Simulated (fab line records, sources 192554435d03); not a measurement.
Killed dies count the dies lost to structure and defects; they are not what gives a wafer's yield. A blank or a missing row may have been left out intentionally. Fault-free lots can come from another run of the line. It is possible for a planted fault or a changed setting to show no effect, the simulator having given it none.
Matching of chambers	flow n5_finfet	rie_diel-04 running N5_BEOL_M6_STRIP_19: 4 sister chambers
The step strips in O2. 22 wafers are shown with their chamber, then 11 later ones without.

WAFERS PAIRED WITH THEIR CHAMBERS
wafer	chamber	showerhead_plenum_p_Torr (Torr)	drypump_motor_current_A (A)	throttle_valve_pct (%)
L075.2	2	2.08	6.3	16.78
L075.4	2	2.08	6.2	16.77
L075.6	3	2.14	5.3	16.86
L078.1	2	2.08	6.2	16.78
L078.3	1	2.14	5.3	16.70
L078.4	1	2.14	5.3	16.68
L081.1	3	2.14	5.3	16.41
L081.2	1	2.14	5.3	16.68
L081.3	0	2.06	6.0	16.24
L081.4	2	2.08	6.2	16.80
L081.5	0	2.06	6.0	16.22
L081.6	1	2.14	5.3	16.69
L085.3	2	2.07	6.2	16.79
L085.4	0	2.06	6.0	16.26
L085.6	3	2.14	5.3	16.43
L089.1	3	2.14	5.4	16.46
L089.2	0	2.05	6.0	16.27
L089.3	2	2.07	6.3	16.84
L089.4	1	2.14	5.3	16.25
L089.5	1	2.14	5.3	16.24
L089.6	2	2.07	6.2	16.82
L093.3	1	2.14	5.4	16.23

SIGNATURES, as means of the wafers listed above
reading	chamber 0	chamber 1	chamber 2	chamber 3	scatter within a chamber
showerhead_plenum_p_Torr	2.0575	2.1400	2.0757	2.1400	0.0037
drypump_motor_current_A	6.000	5.314	6.229	5.325	0.0411
throttle_valve_pct	16.2475	16.4957	16.7971	16.5400	0.164
Rule: for each reading, subtract the chamber's mean from the wafer's reading, divide by that reading's scatter and square the result; add these up over the readings and take the root, which gives the wafer's distance from the chamber. If the next closest chamber is less than 2 further off than the closest, the wafer can't be placed; otherwise it belongs to the closest. The scatter: take each reading less its chamber's mean, square it, sum over the shown wafers, divide by the number of wafers less the number of chambers, and take the root.

WAFERS MISSING THEIR CHAMBER
wafer	showerhead_plenum_p_Torr (Torr)	drypump_motor_current_A (A)	throttle_valve_pct (%)
L093.5	2.14	5.3	16.45
L093.6	2.07	6.2	16.83
L097.1	2.13	5.3	16.47
L097.2	2.13	5.4	16.25
L097.6	2.05	6.0	16.28
L096.1	2.13	5.3	16.24
L096.2	2.13	5.3	16.45
L096.3	2.05	6.0	16.31
L096.4	2.05	6.0	16.28
L096.5	2.13	5.3	16.26
L096.6	2.13	5.3	16.49

WHICH CHAMBER EACH ONE RAN IN
wafer	from the rows above	in truth
L093.5	can't be placed: 1 or 3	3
L093.6	2	2
L097.1	can't be placed: 1 or 3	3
L097.2	can't be placed: 3 or 1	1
L097.6	0	0
L096.1	can't be placed: 1 or 3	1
L096.2	can't be placed: 1 or 3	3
L096.3	0	0
L096.4	0	0
L096.5	can't be placed: 1 or 3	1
L096.6	can't be placed: 1 or 3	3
Placed correctly: 4 of 11. Not placeable from these rows: 7 (in 7, the candidates include the true chamber). Placed wrongly: 0.
